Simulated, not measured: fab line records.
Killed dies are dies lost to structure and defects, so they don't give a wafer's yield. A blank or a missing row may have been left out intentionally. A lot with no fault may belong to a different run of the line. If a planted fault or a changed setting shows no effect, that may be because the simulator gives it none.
fab line records ; flow nandHarc
[record] lots = 24; wafers = 72; lastDay = 34
route steps=1302 shown P_M1@298 P_BONDPAD@385 A_START@389 A_ZERO_WELL@411 A_SOURCE_PLATE@420 A_CHANNEL_HOLE_D1@487
lots that met no fault: from a run of the same line without faults
startH: the number of hours between the record's first day and the start of the first shown wafer of the lot ; waitH: hours from the lot's prior step to this one ; " as in the row above ; L1.1+2: a single row standing in for several wafers ; - no value present, or no start provided ; * or withheld: withheld ; < > ~ a bound
route shown NAME@n: a module of which the file shows steps, and the number in the route of the first ; usual: mean/standard deviation of fault-free wafers ; same: alike in all rows ; chamber/n: place in a boat ; sites: the reading at each site ; _std_site: standard deviation of those values ; _edge_site: mean of outer sites minus mean of inner sites ; radiusMm: for every site, how far away it sits from the centre of the wafer ; mask NAME#n: copy n ; behind: the tool/chamber that last shaped the wafer ; hold: why the lot was held/for how many hours/how that ended ; device: the n, p or np transistor that did not switch ; end of line: tests run on the same wafers once the route is complete ; for a step that has no rows: nothing shown but its recipe ; killed: dies lost to structure and defects at the first sort, not the wafer's yield ; map: the dies of a wafer, with x for killed, . for not killed, _ for no die there
set.NAME: the run value of the setting; set.NAME@STEP: its run value at that earlier step ; model.NAME: the simulator's own value behind a step, which no gauge read
the route's steps for a sample of lots (tables are steps, rows are wafers)
services: when a tool's chamber went out of use (startH, in hours from the record's first day, below 0 if earlier), for how many hours, and the reason
[[steps]]
[step NHARC_P_M1_DESCUM_14]
[recipe] timeS = 3; o2FlowSccm = 200; arFlowSccm = 0; biasPowerW = 0; chemistry = O2
[usual] drypumpMotorCurrentA = 5.8/0.43; o2FlowSccm = 200.1/0.61; oesProductAu = 0.997/0.0096; rfVppV = 58.0/0.89; showerheadPlenumPTorr = 1.95/0.09; throttleValvePct = 11.312/0.01
lot.wafer;tool;chamber;startH;waitH;drypumpMotorCurrentA;o2FlowSccm;oesProductAu;rfHoursCounterH;rfVppV;showerheadPlenumPTorr;throttleValvePct
L074.2;rieDiel-13;3;122.95;0.1;6.4;200.7;1.010;41;57.8;1.80;11.325
L074.4;rieDiel-13;1;122.95;0.1;5.1;199.7;1.004;36;57.5;1.78;11.299
L074.5;rieDiel-13;0;122.95;0.1;6.1;200.1;0.999;-;57.3;1.93;11.295
L075.3;rieDiel-10;0;136.52;0.1;6.5;199.5;1.001;4;57.8;1.88;11.321
L075.2;rieDiel-10;3;136.52;0.1;5.4;200.4;0.999;5;57.4;2.02;11.326
L075.5;rieDiel-10;1;136.52;0.1;5.9;199.9;0.987;-;56.3;1.79;11.323
L076.1;rieDiel-10;1;147.39;0.1;5.9;199.3;0.976;6;57.0;1.78;11.309
L076.2;rieDiel-10;2;147.39;0.1;5.6;201.4;0.979;6;56.6;1.99;11.315
L076.4;rieDiel-10;3;147.39;0.1;5.4;200.2;0.982;6;59.3;2.02;11.327
L077.4;rieDiel-07;0;155.67;0.1;6.0;200.3;0.989;2;57.5;1.96;11.307
L077.2;rieDiel-07;2;155.67;0.1;5.0;200.3;1.011;2;58.1;2.06;11.320
L077.6;rieDiel-07;0;155.67;0.1;6.0;199.8;0.990;-;59.1;1.96;11.312
L078.2;rieDiel-07;1;169.38;0.1;5.7;199.0;1.003;2;57.5;1.99;11.312
L078.3;rieDiel-07;2;169.38;0.1;5.0;201.0;1.003;2;59.5;2.06;11.317
L078.6;rieDiel-07;2;169.38;0.1;5.0;199.1;0.998;-;57.6;2.06;11.313
L079.2;rieDiel-07;3;182.43;0.1;6.2;199.4;0.989;3;59.2;2.01;11.304
L079.4;rieDiel-07;0;182.43;0.1;6.0;200.0;0.993;3;58.2;1.96;11.310
L079.6;rieDiel-07;3;182.43;0.1;6.2;199.8;1.001;-;58.4;2.01;11.294
L080.4;rieDiel-10;3;186.83;0.1;5.4;199.3;1.005;10;58.5;2.02;11.320
L080.3;rieDiel-10;0;186.83;0.1;6.5;199.7;1.014;10;56.8;1.87;11.310
L080.6;rieDiel-10;3;186.83;0.1;5.4;200.1;0.999;-;57.6;2.02;11.315
L081.1;rieDiel-07;3;196.71;0.1;6.2;200.0;1.011;4;57.9;2.01;11.319
L081.5;rieDiel-07;3;196.71;0.1;6.2;201.0;1.002;-;59.6;2.01;11.308
L081.6;rieDiel-07;0;196.71;0.1;6.0;201.4;0.989;-;56.9;1.96;11.315
L082.2;rieDiel-07;2;212.27;0.1;5.0;199.9;1.002;5;58.9;2.05;11.318
L082.6;rieDiel-07;3;212.27;0.1;6.2;201.3;0.992;-;58.7;2.01;11.315
L082.5;rieDiel-07;0;212.27;0.1;6.0;200.5;0.993;-;58.3;1.96;11.329
L083.4;rieDiel-10;1;222.57;0.1;5.9;200.6;0.981;12;57.3;1.78;11.310
L083.1;rieDiel-10;0;222.57;0.1;6.5;200.3;0.999;13;58.1;1.87;11.322
L083.6;rieDiel-10;2;222.57;0.1;5.6;199.8;0.993;-;58.3;1.99;11.316
L085.2;rieDiel-07;1;236.27;0.1;5.7;198.5;1.000;7;59.1;1.99;11.294
L085.3;rieDiel-07;2;236.27;0.1;5.0;199.4;0.988;7;59.5;2.05;11.315
L085.5;rieDiel-07;1;236.27;0.1;5.7;199.4;1.015;-;58.9;1.99;11.316
L084.6;rieDiel-07;3;238.64;0.1;6.2;200.0;0.998;-;58.9;2.01;11.324
L084.4;rieDiel-07;0;238.64;0.1;6.0;200.1;0.987;-;57.3;1.95;11.316
L084.5;rieDiel-07;2;238.64;0.1;5.0;200.1;1.003;-;57.3;2.05;11.303
L086.2;rieDiel-07;0;247.51;0.1;6.0;199.8;0.981;7;57.7;1.95;11.298
L086.3;rieDiel-07;1;247.51;0.1;5.7;199.5;1.013;7;58.4;1.99;11.339
L086.6;rieDiel-07;2;247.51;0.1;5.0;200.8;0.998;-;58.2;2.05;11.310
L087.3;rieDiel-10;1;254.53;0.1;5.9;200.1;1.003;0;57.5;1.78;11.318
L087.6;rieDiel-10;0;254.53;0.1;6.5;200.4;0.995;-;56.9;1.87;11.303
L087.5;rieDiel-10;1;254.53;0.1;5.9;200.8;0.992;-;58.4;1.78;11.326
L088.4;rieDiel-07;1;270.91;0.1;5.7;198.7;1.002;7;59.2;1.99;11.320
L088.3;rieDiel-07;2;270.91;0.1;5.0;199.9;0.992;8;57.6;2.05;11.318
L088.6;rieDiel-07;1;270.91;0.1;5.7;199.5;1.012;-;57.1;1.99;11.317
L089.2;rieDiel-10;3;276.68;0.1;5.4;199.8;0.991;1;57.9;2.01;11.295
L089.3;rieDiel-10;0;276.68;0.1;6.5;200.8;0.995;2;57.4;1.87;11.316
L089.6;rieDiel-10;3;276.68;0.1;5.4;200.1;0.992;-;59.4;2.01;11.318
L090.1;rieDiel-10;1;288.59;0.1;5.9;199.7;0.991;3;58.6;1.78;11.320
L090.2;rieDiel-10;3;288.59;0.1;5.4;199.9;0.990;3;58.7;2.01;11.302
L090.6;rieDiel-10;1;288.59;0.1;5.9;200.7;0.991;-;58.2;1.78;11.298
L091.2;rieDiel-13;3;299.93;0.1;6.4;200.8;0.997;37;57.7;1.78;11.299
L091.3;rieDiel-13;0;299.93;0.1;6.1;200.0;1.004;37;57.7;1.92;11.316
L091.6;rieDiel-13;2;299.93;0.1;5.6;200.6;1.009;-;57.8;1.98;11.317
L092.1;rieDiel-07;3;304.91;0.1;6.2;200.3;0.999;0;57.8;2.01;11.311
L092.2;rieDiel-07;0;304.91;0.1;6.0;201.1;1.000;0;57.8;1.95;11.322
L092.6;rieDiel-07;1;304.91;0.1;5.7;199.4;1.015;-;60.0;1.99;11.309
L093.4;rieDiel-10;1;315.34;0.1;5.9;200.2;1.009;6;57.5;1.78;11.307
L093.2;rieDiel-10;2;315.34;0.1;5.6;200.5;1.007;6;57.4;1.99;11.306
L093.3;rieDiel-10;3;315.34;0.1;5.4;199.2;0.990;5;59.9;2.01;11.301
L095.2;rieDiel-10;3;334.03;0.1;5.4;200.3;0.993;7;57.8;2.01;11.298
L095.1;rieDiel-10;0;334.03;0.1;6.5;200.3;0.995;6;57.0;1.87;11.305
L095.5;rieDiel-10;0;334.03;0.1;6.5;200.2;0.997;-;57.3;1.87;11.322
L094.1;rieDiel-10;2;337.75;0.1;5.6;200.0;0.992;6;58.3;1.99;11.324
L094.2;rieDiel-10;3;337.75;0.1;5.4;200.1;0.994;7;58.4;2.01;11.296
L094.5;rieDiel-10;2;337.75;0.1;5.7;199.6;0.989;-;58.8;1.99;11.310
L096.3;rieDiel-07;1;348.73;0.1;5.7;200.6;1.000;4;57.8;1.99;11.301
L096.1;rieDiel-07;2;348.73;0.1;5.0;200.2;0.994;4;59.9;2.05;11.302
L096.4;rieDiel-07;3;348.73;0.1;6.2;199.6;0.996;4;59.4;2.01;11.304
L097.2;rieDiel-10;0;364.68;0.1;6.5;200.2;0.999;9;56.5;1.87;11.299
L097.6;rieDiel-10;3;364.68;0.1;5.4;199.6;0.997;-;57.5;2.01;11.325
L097.5;rieDiel-10;0;364.68;0.1;6.5;199.5;0.991;-;59.3;1.87;11.342
[step NHARC_P_BONDPAD_INSPECT_23]
[usual] rawDefectCount = 356/130
lot.wafer;tool;chamber;startH;waitH;rawDefectCount
L074.2;defectInspect-01;-;134.56;0.0;238
L074.4;defectInspect-01;-;134.56;0.0;227
L074.5;defectInspect-01;-;134.56;0.0;359
L075.2;defectInspect-01;-;147.63;0.0;339
L075.3;defectInspect-01;-;147.63;0.0;157
L075.5;defectInspect-01;-;147.63;0.0;259
L076.1;defectInspect-02;-;158.74;0.0;399
L076.2;defectInspect-02;-;158.74;0.0;448
L076.4;defectInspect-02;-;158.74;0.0;591
L077.2;defectInspect-02;-;167.28;0.0;385
L077.4;defectInspect-02;-;167.28;0.0;336
L077.6;defectInspect-02;-;167.28;0.0;516
L078.2;defectInspect-02;-;180.56;0.0;414
L078.3;defectInspect-02;-;180.56;0.0;326
L078.6;defectInspect-02;-;180.56;0.0;276
L079.2;defectInspect-01;-;193.74;0.0;353
L079.4;defectInspect-01;-;193.74;0.0;376
L079.6;defectInspect-01;-;193.74;0.0;520
L080.3;defectInspect-02;-;198.28;0.0;220
L080.4;defectInspect-02;-;198.28;0.0;124
L080.6;defectInspect-02;-;198.28;0.0;249
L081.1;defectInspect-02;-;208.08;0.0;486
L081.5;defectInspect-02;-;208.08;0.0;336
L081.6;defectInspect-02;-;208.08;0.0;447
L082.2;defectInspect-01;-;223.67;0.0;176
L082.5;defectInspect-01;-;223.67;0.0;235
L082.6;defectInspect-01;-;223.67;0.0;261
L083.1;defectInspect-02;-;233.84;0.0;307
L083.4;defectInspect-02;-;233.84;0.0;395
L083.6;defectInspect-02;-;233.84;0.0;330
L085.2;defectInspect-02;-;247.33;0.0;369
L085.3;defectInspect-02;-;247.33;0.0;260
L085.5;defectInspect-02;-;247.33;0.0;335
L084.4;defectInspect-02;-;249.83;0.0;426
L084.5;defectInspect-02;-;249.83;0.0;920
L084.6;defectInspect-02;-;249.83;0.0;401
L086.2;defectInspect-01;-;258.65;0.0;204
L086.3;defectInspect-01;-;258.65;0.0;323
L086.6;defectInspect-01;-;258.65;0.0;205
L087.3;defectInspect-02;-;265.95;0.0;410
L087.5;defectInspect-02;-;265.95;0.0;468
L087.6;defectInspect-02;-;265.95;0.0;278
L088.3;defectInspect-01;-;281.99;0.0;701
L088.4;defectInspect-01;-;281.99;0.0;553
L088.6;defectInspect-01;-;281.99;0.0;371
L089.2;defectInspect-02;-;288.25;0.0;135
L089.3;defectInspect-02;-;288.25;0.0;202
L089.6;defectInspect-02;-;288.25;0.0;145
L090.1;defectInspect-01;-;299.81;0.0;416
L090.2;defectInspect-01;-;299.81;0.0;585
L090.6;defectInspect-01;-;299.81;0.0;338
L091.2;defectInspect-02;-;311.21;0.0;305
L091.3;defectInspect-02;-;311.21;0.0;359
L091.6;defectInspect-02;-;311.21;0.0;227
L092.1;defectInspect-01;-;316.08;0.0;361
L092.2;defectInspect-01;-;316.08;0.0;349
L092.6;defectInspect-01;-;316.08;0.0;207
L093.2;defectInspect-01;-;326.83;0.0;556
L093.3;defectInspect-01;-;326.83;0.0;207
L093.4;defectInspect-01;-;326.83;0.0;508
L095.1;defectInspect-02;-;345.72;0.0;220
L095.2;defectInspect-02;-;345.72;0.0;216
L095.5;defectInspect-02;-;345.72;0.0;254
L094.1;defectInspect-01;-;349.06;0.0;439
L094.2;defectInspect-01;-;349.06;0.0;579
L094.5;defectInspect-01;-;349.06;0.0;681
L096.1;defectInspect-02;-;360.40;0.0;300
L096.3;defectInspect-02;-;360.40;0.0;339
L096.4;defectInspect-02;-;360.40;0.0;216
L097.2;defectInspect-01;-;375.82;0.0;239
L097.5;defectInspect-01;-;375.82;0.0;240
L097.6;defectInspect-01;-;375.82;0.0;362
[step NHARC_A_START_INSPECT_01]
[usual] rawDefectCount = 3.5/1.7
lot.wafer;tool;chamber;startH;waitH;rawDefectCount
L074.2;defectInspect-02;-;135.02;-;3
L074.4;defectInspect-02;-;135.02;-;2
L074.5;defectInspect-02;-;135.02;-;6
L075.2;defectInspect-01;-;148.12;-;5
L075.3;defectInspect-01;-;148.12;-;6
L075.5;defectInspect-01;-;148.12;-;1
L076.1;defectInspect-02;-;159.20;-;3
L076.2;defectInspect-02;-;159.20;-;3
L076.4;defectInspect-02;-;159.20;-;1
L077.2;defectInspect-01;-;167.86;-;5
L077.4;defectInspect-01;-;167.86;-;3
L077.6;defectInspect-01;-;167.86;-;4
L078.2;defectInspect-01;-;181.03;-;5
L078.3;defectInspect-01;-;181.03;-;5
L078.6;defectInspect-01;-;181.03;-;9
L079.2;defectInspect-01;-;194.23;-;3
L079.4;defectInspect-01;-;194.23;-;2
L079.6;defectInspect-01;-;194.23;-;6
L080.3;defectInspect-02;-;198.83;-;3
L080.4;defectInspect-02;-;198.83;-;4
L080.6;defectInspect-02;-;198.83;-;3
L081.1;defectInspect-02;-;208.55;-;2
L081.5;defectInspect-02;-;208.55;-;5
L081.6;defectInspect-02;-;208.55;-;3
L082.2;defectInspect-02;-;224.14;-;4
L082.5;defectInspect-02;-;224.14;-;4
L082.6;defectInspect-02;-;224.14;-;5
L083.1;defectInspect-02;-;234.30;-;3
L083.4;defectInspect-02;-;234.30;-;2
L083.6;defectInspect-02;-;234.30;-;5
L085.2;defectInspect-01;-;247.80;-;4
L085.3;defectInspect-01;-;247.80;-;4
L085.5;defectInspect-01;-;247.80;-;2
L084.4;defectInspect-02;-;250.32;-;2
L084.5;defectInspect-02;-;250.32;-;1
L084.6;defectInspect-02;-;250.32;-;3
L086.2;defectInspect-02;-;259.12;-;5
L086.3;defectInspect-02;-;259.12;-;6
L086.6;defectInspect-02;-;259.12;-;6
L087.3;defectInspect-01;-;266.41;-;5
L087.5;defectInspect-01;-;266.41;-;4
L087.6;defectInspect-01;-;266.41;-;7
L088.3;defectInspect-02;-;282.46;-;2
L088.4;defectInspect-02;-;282.46;-;5
L088.6;defectInspect-02;-;282.46;-;0
L089.2;defectInspect-02;-;288.71;-;5
L089.3;defectInspect-02;-;288.71;-;4
L089.6;defectInspect-02;-;288.71;-;0
L090.1;defectInspect-02;-;300.28;-;4
L090.2;defectInspect-02;-;300.28;-;4
L090.6;defectInspect-02;-;300.28;-;3
L091.2;defectInspect-01;-;311.67;-;3
L091.3;defectInspect-01;-;311.67;-;3
L091.6;defectInspect-01;-;311.67;-;3
L092.1;defectInspect-02;-;316.55;-;5
L092.2;defectInspect-02;-;316.55;-;0
L092.6;defectInspect-02;-;316.55;-;5
L093.2;defectInspect-02;-;327.29;-;2
L093.3;defectInspect-02;-;327.29;-;2
L093.4;defectInspect-02;-;327.29;-;3
L095.1;defectInspect-02;-;346.19;-;3
L095.2;defectInspect-02;-;346.19;-;5
L095.5;defectInspect-02;-;346.19;-;3
L094.1;defectInspect-01;-;349.53;-;3
L094.2;defectInspect-01;-;349.53;-;2
L094.5;defectInspect-01;-;349.53;-;3
L096.1;defectInspect-01;-;360.86;-;3
L096.3;defectInspect-01;-;360.86;-;3
L096.4;defectInspect-01;-;360.86;-;2
L097.2;defectInspect-01;-;376.28;-;1
L097.5;defectInspect-01;-;376.28;-;3
L097.6;defectInspect-01;-;376.28;-;5
[step NHARC_A_ZERO_WELL_RTA_16]
[recipe] tempC = 1000; timeS = 10
[usual] lampPowerPct = 33/3.6; lamp_zone_6_pct = 33/3.6; lamp_zone_7_pct = 33/3.7; wafer_temp_C_max = 1005.7/1.1
lot.wafer;tool;chamber;startH;waitH;lampPowerPct;lamp_zone_6_pct;lamp_zone_7_pct;wafer_temp_C_max
L074.2;rtpAnneal-02;0;137.05;-;36;36;36;1006.2
L074.4;rtpAnneal-02;0;137.05;-;36;36;36;1004.6
L074.5;rtpAnneal-02;0;137.05;-;36;36;37;1006.4
L075.2;rtpAnneal-02;0;150.25;-;36;36;37;1005.1
L075.3;rtpAnneal-02;0;150.25;-;36;36;36;1007.5
L075.5;rtpAnneal-02;0;150.25;-;36;36;36;1006.0
L076.1;rtpAnneal-02;0;161.18;-;36;36;36;1005.6
L076.2;rtpAnneal-02;0;161.18;-;36;36;36;1006.8
L076.4;rtpAnneal-02;0;161.18;-;36;36;36;1005.1
L077.2;rtpAnneal-01;0;170.01;-;29;29;29;1005.2
L077.4;rtpAnneal-01;0;170.01;-;29;29;29;1004.9
L077.6;rtpAnneal-01;0;170.01;-;29;29;29;1007.1
L078.2;rtpAnneal-02;0;183.16;-;36;36;36;1005.1
L078.3;rtpAnneal-02;0;183.16;-;36;36;37;1005.5
L078.6;rtpAnneal-02;0;183.16;-;36;36;36;1005.0
L079.2;rtpAnneal-02;0;196.36;-;36;36;36;1006.6
L079.4;rtpAnneal-02;0;196.36;-;36;36;36;1005.8
L079.6;rtpAnneal-02;0;196.36;-;36;36;36;1006.9
L080.3;rtpAnneal-01;0;200.99;-;29;29;29;1006.6
L080.4;rtpAnneal-01;0;200.99;-;29;29;29;1005.9
L080.6;rtpAnneal-01;0;200.99;-;29;29;29;1005.0
L081.1;rtpAnneal-01;0;210.53;-;29;29;29;1007.4
L081.5;rtpAnneal-01;0;210.53;-;29;29;29;1006.0
L081.6;rtpAnneal-01;0;210.53;-;29;29;29;1005.2
L082.2;rtpAnneal-02;0;226.41;-;36;36;36;1004.8
L082.5;rtpAnneal-02;0;226.41;-;36;36;36;1006.0
L082.6;rtpAnneal-02;0;226.41;-;36;36;37;1005.3
L083.1;rtpAnneal-02;0;236.47;-;36;36;36;1007.2
L083.4;rtpAnneal-02;0;236.47;-;36;36;37;1006.1
L083.6;rtpAnneal-02;0;236.47;-;36;36;36;1005.9
L085.2;rtpAnneal-01;0;249.83;-;29;29;29;1004.9
L085.3;rtpAnneal-01;0;249.83;-;29;29;29;1004.9
L085.5;rtpAnneal-01;0;249.83;-;29;29;29;1004.0
L084.4;rtpAnneal-01;0;252.38;-;29;29;29;1004.8
L084.5;rtpAnneal-01;0;252.38;-;29;28;29;1006.1
L084.6;rtpAnneal-01;0;252.38;-;29;29;29;1004.8
L086.2;rtpAnneal-01;0;261.12;-;29;29;29;1004.9
L086.3;rtpAnneal-01;0;261.12;-;29;29;29;1005.9
L086.6;rtpAnneal-01;0;261.12;-;29;29;29;1005.1
L087.3;rtpAnneal-02;0;268.44;-;36;36;36;1005.7
L087.5;rtpAnneal-02;0;268.44;-;36;36;37;1007.0
L087.6;rtpAnneal-02;0;268.44;-;36;36;37;1005.3
L088.3;rtpAnneal-02;0;284.63;-;36;36;36;1007.7
L088.4;rtpAnneal-02;0;284.63;-;36;36;36;1004.9
L088.6;rtpAnneal-02;0;284.63;-;36;36;36;1007.4
L089.2;rtpAnneal-02;0;290.75;-;36;36;36;1006.9
L089.3;rtpAnneal-02;0;290.75;-;36;36;36;1007.2
L089.6;rtpAnneal-02;0;290.75;-;36;36;37;1007.9
L090.1;rtpAnneal-02;0;302.28;-;36;36;37;1006.5
L090.2;rtpAnneal-02;0;302.28;-;36;36;36;1006.1
L090.6;rtpAnneal-02;0;302.28;-;36;36;37;1005.3
L091.2;rtpAnneal-01;0;313.83;-;29;29;29;1003.1
L091.3;rtpAnneal-01;0;313.83;-;29;29;29;1004.5
L091.6;rtpAnneal-01;0;313.83;-;29;29;29;1006.3
L092.1;rtpAnneal-02;0;318.66;-;36;36;37;1005.1
L092.2;rtpAnneal-02;0;318.66;-;36;36;36;1005.0
L092.6;rtpAnneal-02;0;318.66;-;36;36;36;1008.3
L093.2;rtpAnneal-01;0;329.42;-;29;29;29;1004.8
L093.3;rtpAnneal-01;0;329.42;-;29;29;29;1006.4
L093.4;rtpAnneal-01;0;329.42;-;29;29;29;1004.2
L095.1;rtpAnneal-01;0;348.29;-;29;29;29;1004.0
L095.2;rtpAnneal-01;0;348.29;-;29;29;29;1005.9
L095.5;rtpAnneal-01;0;348.29;-;29;29;29;1006.5
L094.1;rtpAnneal-02;0;351.66;-;36;36;36;1008.6
L094.2;rtpAnneal-02;0;351.66;-;36;36;36;1006.1
L094.5;rtpAnneal-02;0;351.66;-;36;36;37;1005.3
L096.1;rtpAnneal-01;0;362.96;-;29;29;29;1004.5
L096.3;rtpAnneal-01;0;362.96;-;29;29;29;1005.3
L096.4;rtpAnneal-01;0;362.96;-;29;29;29;1005.7
L097.2;rtpAnneal-02;0;378.41;-;36;36;36;1007.5
L097.5;rtpAnneal-02;0;378.41;-;36;36;37;1006.8
L097.6;rtpAnneal-02;0;378.41;-;36;36;36;1007.1
[step NHARC_A_SOURCE_PLATE_THK_MEAS_06]
[recipe] thkMeasGauge = ellipsometry
[usual] thkNm = 199.3/2.2
lot.wafer;tool;chamber;startH;waitH;thkNm
L074.2;filmMetro-01;-;160.21;0.4;197.3
L074.4;filmMetro-01;-;160.21;0.4;198.6
L074.5;filmMetro-01;-;160.21;0.4;197.6
L075.2;filmMetro-01;-;175.07;0.4;200.1
L075.3;filmMetro-01;-;175.07;0.4;198.7
L075.5;filmMetro-01;-;175.07;0.4;198.5
L076.1;filmMetro-01;-;184.15;0.4;200.6
L076.2;filmMetro-01;-;184.15;0.4;201.9
L076.4;filmMetro-01;-;184.15;0.4;201.7
L077.2;filmMetro-02;-;192.20;0.4;200.6
L077.4;filmMetro-02;-;192.20;0.4;200.0
L077.6;filmMetro-02;-;192.20;0.4;199.2
L078.2;filmMetro-01;-;203.12;0.4;199.9
L078.3;filmMetro-01;-;203.12;0.4;199.2
L078.6;filmMetro-01;-;203.12;0.4;199.7
L079.2;filmMetro-01;-;220.98;0.4;201.7
L079.4;filmMetro-01;-;220.98;0.4;205.4
L079.6;filmMetro-01;-;220.98;0.4;204.9
L080.3;filmMetro-02;-;220.98;0.4;200.0
L080.4;filmMetro-02;-;220.98;0.4;199.3
L080.6;filmMetro-02;-;220.98;0.4;199.8
L081.1;filmMetro-02;-;230.67;0.4;196.7
L081.5;filmMetro-02;-;230.67;0.4;197.2
L081.6;filmMetro-02;-;230.67;0.4;197.2
L082.2;filmMetro-02;-;249.18;0.4;199.4
L082.5;filmMetro-02;-;249.18;0.4;196.8
L082.6;filmMetro-02;-;249.18;0.4;199.1
L083.1;filmMetro-01;-;256.57;0.4;197.4
L083.4;filmMetro-01;-;256.57;0.4;197.8
L083.6;filmMetro-01;-;256.57;0.4;198.6
L085.2;filmMetro-01;-;271.05;0.4;204.2
L085.3;filmMetro-01;-;271.05;0.4;201.0
L085.5;filmMetro-01;-;271.05;0.4;203.7
L084.4;filmMetro-02;-;271.05;0.4;201.4
L084.5;filmMetro-02;-;271.05;0.4;199.6
L084.6;filmMetro-02;-;271.05;0.4;199.6
L086.2;filmMetro-01;-;281.64;0.4;200.8
L086.3;filmMetro-01;-;281.64;0.4;201.9
L086.6;filmMetro-01;-;281.64;0.4;203.5
L087.3;filmMetro-02;-;288.96;0.4;201.1
L087.5;filmMetro-02;-;288.96;0.4;199.2
L087.6;filmMetro-02;-;288.96;0.4;201.5
L088.3;filmMetro-02;-;304.84;0.4;198.4
L088.4;filmMetro-02;-;304.84;0.4;196.8
L088.6;filmMetro-02;-;304.84;0.4;199.8
L089.2;filmMetro-02;-;313.19;0.4;196.1
L089.3;filmMetro-02;-;313.19;0.4;196.3
L089.6;filmMetro-02;-;313.19;0.4;196.0
L090.1;filmMetro-02;-;325.64;0.4;201.2
L090.2;filmMetro-02;-;325.64;0.4;198.8
L090.6;filmMetro-02;-;325.64;0.4;198.9
L091.2;filmMetro-01;-;335.10;0.4;197.5
L091.3;filmMetro-01;-;335.10;0.4;197.8
L091.6;filmMetro-01;-;335.10;0.4;199.1
L092.1;filmMetro-01;-;339.24;0.4;197.2
L092.2;filmMetro-01;-;339.24;0.4;199.0
L092.6;filmMetro-01;-;339.24;0.4;199.5
L093.2;filmMetro-01;-;353.28;0.4;197.9
L093.3;filmMetro-01;-;353.28;0.4;197.8
L093.4;filmMetro-01;-;353.28;0.4;199.6
L095.1;filmMetro-01;-;368.69;0.4;199.3
L095.2;filmMetro-01;-;368.69;0.4;201.3
L095.5;filmMetro-01;-;368.69;0.4;199.4
L094.1;filmMetro-01;-;372.47;0.4;201.1
L094.2;filmMetro-01;-;372.47;0.4;202.1
L094.5;filmMetro-01;-;372.47;0.4;198.8
L096.1;filmMetro-01;-;383.72;0.4;196.4
L096.3;filmMetro-01;-;383.72;0.4;197.1
L096.4;filmMetro-01;-;383.72;0.4;195.9
L097.2;filmMetro-01;-;398.30;0.4;199.2
L097.5;filmMetro-01;-;398.30;0.4;197.5
L097.6;filmMetro-01;-;398.30;0.4;198.4
[step NHARC_A_CHANNEL_HOLE_D1_CD_MEAS_30]
[usual] cdNm = 90.0/1.3
lot.wafer;tool;chamber;startH;waitH;cdNm
L074.2;cdSem-03;-;188.35;-;90.6
L074.4;cdSem-03;-;188.35;-;89.9
L074.5;cdSem-03;-;188.35;-;91.0
L075.2;cdSem-03;-;200.23;-;87.3
L075.3;cdSem-03;-;200.23;-;89.0
L075.5;cdSem-03;-;200.23;-;87.1
L076.1;cdSem-03;-;210.18;-;91.1
L076.2;cdSem-03;-;210.18;-;93.0
L076.4;cdSem-03;-;210.18;-;89.9
L077.2;cdSem-03;-;215.21;-;87.9
L077.4;cdSem-03;-;215.21;-;88.1
L077.6;cdSem-03;-;215.21;-;91.0
L078.2;cdSem-02;-;226.26;-;89.8
L078.3;cdSem-02;-;226.26;-;89.8
L078.6;cdSem-02;-;226.26;-;88.6
L079.2;cdSem-01;-;250.89;-;90.5
L079.4;cdSem-01;-;250.89;-;89.1
L079.6;cdSem-01;-;250.89;-;89.6
L080.3;cdSem-02;-;251.23;-;91.0
L080.4;cdSem-02;-;251.23;-;91.1
L080.6;cdSem-02;-;251.23;-;89.8
L081.1;cdSem-03;-;257.65;-;90.5
L081.5;cdSem-03;-;257.65;-;89.9
L081.6;cdSem-03;-;257.65;-;89.2
L082.2;cdSem-02;-;273.12;-;89.0
L082.5;cdSem-02;-;273.12;-;90.4
L082.6;cdSem-02;-;273.12;-;89.2
L083.1;cdSem-02;-;282.75;-;89.9
L083.4;cdSem-02;-;282.75;-;88.6
L083.6;cdSem-02;-;282.75;-;89.3
L084.4;cdSem-03;-;294.39;-;90.7
L084.5;cdSem-03;-;294.39;-;88.7
L084.6;cdSem-03;-;294.39;-;90.7
L085.2;cdSem-03;-;296.43;-;91.1
L085.3;cdSem-03;-;296.43;-;91.8
L085.5;cdSem-03;-;296.43;-;93.0
L087.3;cdSem-02;-;309.56;-;90.0
L087.5;cdSem-02;-;309.56;-;90.5
L087.6;cdSem-02;-;309.56;-;90.6
L086.2;cdSem-02;-;310.34;-;89.6
L086.3;cdSem-02;-;310.34;-;88.2
L086.6;cdSem-02;-;310.34;-;91.6
L088.3;cdSem-03;-;334.11;-;88.7
L088.4;cdSem-03;-;334.11;-;89.5
L088.6;cdSem-03;-;334.11;-;91.1
L089.2;cdSem-02;-;338.11;-;90.8
L089.3;cdSem-02;-;338.11;-;91.2
L089.6;cdSem-02;-;338.11;-;89.7
L090.1;cdSem-02;-;349.04;-;90.3
L090.2;cdSem-02;-;349.04;-;90.7
L090.6;cdSem-02;-;349.04;-;89.8
L091.2;cdSem-03;-;362.95;-;89.6
L091.3;cdSem-03;-;362.95;-;91.1
L091.6;cdSem-03;-;362.95;-;89.4
L092.1;cdSem-02;-;371.26;-;89.8
L092.2;cdSem-02;-;371.26;-;89.2
L092.6;cdSem-02;-;371.26;-;89.4
L093.2;cdSem-02;-;377.82;-;91.8
L093.3;cdSem-02;-;377.82;-;92.7
L093.4;cdSem-02;-;377.82;-;89.5
L095.1;cdSem-03;-;399.82;-;90.2
L095.2;cdSem-03;-;399.82;-;92.0
L095.5;cdSem-03;-;399.82;-;89.8
L094.1;cdSem-02;-;400.08;-;89.7
L094.2;cdSem-02;-;400.08;-;89.7
L094.5;cdSem-02;-;400.08;-;91.2
L096.1;cdSem-02;-;409.79;-;91.3
L096.3;cdSem-02;-;409.79;-;87.8
L096.4;cdSem-02;-;409.79;-;89.9
L097.2;cdSem-02;-;426.39;-;91.7
L097.5;cdSem-02;-;426.39;-;91.4
L097.6;cdSem-02;-;426.39;-;88.8
[[services]]
tool;chamber;startH;hours;kind
rieDiel-10;0;99.15;-;clean
rieDiel-10;1;99.15;-;clean
rieDiel-10;2;99.15;-;clean
rieDiel-10;3;99.15;-;clean
rieDiel-10;1;101.33;2.2;repair
rieDiel-07;3;104.10;12.1;repair
rieDiel-10;0;116.01;4.0;repair
rieDiel-07;-;117.22;9.0;pm
rieDiel-07;0;117.22;9.0;ventCycle
rieDiel-07;1;117.22;9.0;ventCycle
rieDiel-13;-;166.90;9.0;pm
rieDiel-10;-;171.78;0.4;repair
rieDiel-13;1;205.60;3.9;repair
rieDiel-07;1;237.54;1.3;repair
rieDiel-10;-;242.65;9.0;pm
rieDiel-07;-;294.22;9.0;pm
rieDiel-13;1;302.14;3.9;repair
rieDiel-07;1;316.58;3.8;repair
rieDiel-10;2;323.97;10.4;repair
rieDiel-13;-;343.90;9.0;pm
rieDiel-07;3;346.40;2.0;repair
rieDiel-13;-;355.01;1.5;repair
rieDiel-07;2;355.91;5.4;repair
rtpAnneal-01;-;372.00;12.0;pm
[[key]]
fault none
